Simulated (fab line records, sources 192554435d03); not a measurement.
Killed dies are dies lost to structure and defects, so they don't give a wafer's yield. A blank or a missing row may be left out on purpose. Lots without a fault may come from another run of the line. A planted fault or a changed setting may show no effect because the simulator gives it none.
Split-lot experiment | flow n5_finfet | 7 lots, 21 wafers read, on a route of 1938 steps

THE SPLIT
At N5_BEOL_M7_ETCH_61 (etches SiARC in CF4, target depth 45.5 nm, time 75.8 s), the setting source_w was moved away from the recipe's 545 W on 6 of the 21 wafers read, by -9.3% to +5.0%. The other wafers ran this setting at the recipe's value.

The reading is taken at the split's own step.

THE READING
rf_vpp_V, in V, at N5_BEOL_M7_ETCH_61 (etches SiARC in CF4, target depth 45.5 nm, time 75.8 s). Fault-free wafers of this fab line usually give 184.2 V, standard deviation 1.2 V.

wafer  | tool, chamber at the split | source_w as run, W | against the recipe | rf_vpp_V, V | against lot-mates on the recipe
L075.2 | rie_diel-06, 3             | 545                | recipe             | 185.1       | -
L075.3 | rie_diel-06, 0             | 545                | recipe             | 183.2       | -
L075.6 | rie_diel-06, 3             | 545                | recipe             | 185.3       | -
L076.3 | rie_diel-04, 1             | 572.4              | +5.0%              | 182.1       | -1.5
L076.4 | rie_diel-04, 2             | 545                | recipe             | 183.6       | -
L076.5 | rie_diel-04, 0             | 572.4              | +5.0%              | 181.1       | -2.5
L081.2 | rie_diel-04, 3             | 512.3              | -6.0%              | 187.9       | +3.2
L081.5 | rie_diel-04, 0             | 545                | recipe             | 184.1       | -
L081.6 | rie_diel-04, 3             | 545                | recipe             | 185.3       | -
L080.2 | rie_diel-04, 0             | 545                | recipe             | 182.7       | -
L080.5 | rie_diel-04, 2             | 545                | recipe             | 183.5       | -
L080.6 | rie_diel-04, 3             | 545                | recipe             | 185.7       | -
L084.3 | rie_diel-02, 2             | 545                | recipe             | 182.2       | -
L084.5 | rie_diel-02, 0             | 545                | recipe             | 185.1       | -
L084.6 | rie_diel-02, 1             | 545                | recipe             | 184.7       | -
L085.2 | rie_diel-04, 3             | 545                | recipe             | 184.2       | -
L085.3 | rie_diel-04, 2             | 545                | recipe             | 183.6       | -
L085.5 | rie_diel-04, 0             | 570.2              | +4.6%              | 181.6       | -2.3
L093.1 | rie_diel-04, 1             | 545                | recipe             | 183.1       | -
L093.3 | rie_diel-04, 3             | 494.4              | -9.3%              | 190.8       | +7.7
L093.5 | rie_diel-04, 3             | 494.4              | -9.3%              | 190.2       | +7.1

THE FIT
A straight line over all 21 wafers: rf_vpp_V changes by -0.632 V for each +1% of source_w; r = -0.93; the points scatter about the line by 0.97 V.
The same after taking each lot's own level away (the mean of its wafers on the recipe; 21 wafers): -0.66 V for each +1%; r = -0.92; scatter 1 V.
On that fit, the largest move of source_w shifts the reading by 6.1 V.
The lots' own levels span 183.10 to 184.70 V, that is 1.3 times the standard deviation above.
So the lot-to-lot level changes the slope little: the two slopes agree.
Check: with one of the wafers moved furthest among these (-9.3%) left out of the fit, the line predicts +5.72 V for it against its lot-mates. It came out at +7.7 V against them.
Tool readings at the split's step, against how far the setting was moved: rf_vpp_V r = -0.93.

OTHER SPLITS ON THESE WAFERS
These wafers also went through other splits before the reading. Each is held against what the fit with the lots' levels taken away leaves over:
other split on the same wafers | wafers away from the commonest value | r with rf_vpp_V (lot level and that fit taken away)
N5_BEOL_M5_COAT_74 spin_rpm    | 8                                    | -0.26
N5_BEOL_M6_EXPOSE_08 dose_mj   | 10                                   | -0.07
N5_BEOL_M6_ETCH_62 bias_w      | 6                                    | +0.13
N5_BEOL_M7_PECVD_70 temp_c     | 6                                    | +0.15
N5_BEOL_M7_COAT_05 spin_rpm    | 8                                    | +0.23

THE FILE'S OWN FIT
rf_vpp_V changes by -0.643 V for each +1% of source_w, r = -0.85.
